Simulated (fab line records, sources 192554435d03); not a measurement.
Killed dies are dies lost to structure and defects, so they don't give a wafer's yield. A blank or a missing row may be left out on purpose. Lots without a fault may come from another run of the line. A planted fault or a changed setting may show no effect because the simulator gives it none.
Chamber matching | flow n5_finfet | N5_BEOL_M0_DEP_125 on pecvd-04: 3 sister chambers
The step deposits SiCN from 3MS/NH3, target thk 8 nm, time 14 s. 6 wafers are shown with their chamber, then 12 later ones without.

WAFERS WITH THEIR CHAMBER
wafer  | chamber | throttle_valve_pct (%) | showerhead_plenum_p_Torr (Torr)
L084.4 | 2       | 9.3                    | 3.633
L084.5 | 0       | 9.6                    | 3.666
L084.6 | 1       | 8.8                    | 3.644
L087.1 | 2       | 9.3                    | 3.640
L087.2 | 0       | 9.3                    | 3.663
L087.3 | 1       | 8.6                    | 3.665

WAFERS WITHOUT THEIR CHAMBER
wafer  | throttle_valve_pct (%) | showerhead_plenum_p_Torr (Torr)
L087.4 | 9.3                    | 3.628
L087.5 | 8.6                    | 3.661
L087.6 | 9.0                    | 3.662
L091.4 | 9.2                    | 3.657
L091.5 | 9.4                    | 3.636
L091.6 | 9.4                    | 3.656
L095.2 | 9.4                    | 3.632
L095.4 | 9.3                    | 3.645
L095.5 | 8.7                    | 3.650
L096.1 | 9.2                    | 3.635
L096.4 | 9.6                    | 3.658
L096.5 | 8.6                    | 3.661

WHICH CHAMBER EACH WENT THROUGH
wafer  | from the rows above          | in truth
L087.4 | 2                            | 2
L087.5 | 1                            | 1
L087.6 | can't be placed: 1 or 0 or 2 | 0
L091.4 | can't be placed: 0 or 2 or 1 | 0
L091.5 | 2                            | 2
L091.6 | can't be placed: 0 or 2      | 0
L095.2 | 2                            | 2
L095.4 | can't be placed: 2 or 0      | 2
L095.5 | 1                            | 1
L096.1 | 2                            | 2
L096.4 | can't be placed: 0 or 2      | 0
L096.5 | 1                            | 1
Placed correctly: 7 of 12. Can't be placed from these rows: 5 (the true chamber is among the candidates in 5). Placed wrongly: 0.
How it was worked out, from the rows above alone: a wafer's distance from a chamber is the root of the sum, over the readings, of the square of ((its reading less the chamber's mean) divided by the reading's scatter). The wafer belongs to the nearest chamber; if the next one is less than 2 further off, it can't be placed. A chamber's mean is the mean of its shown wafers. The scatter: the root of (the sum of the squares of (reading less its chamber's mean) over the shown wafers, divided by (wafers less chambers)).
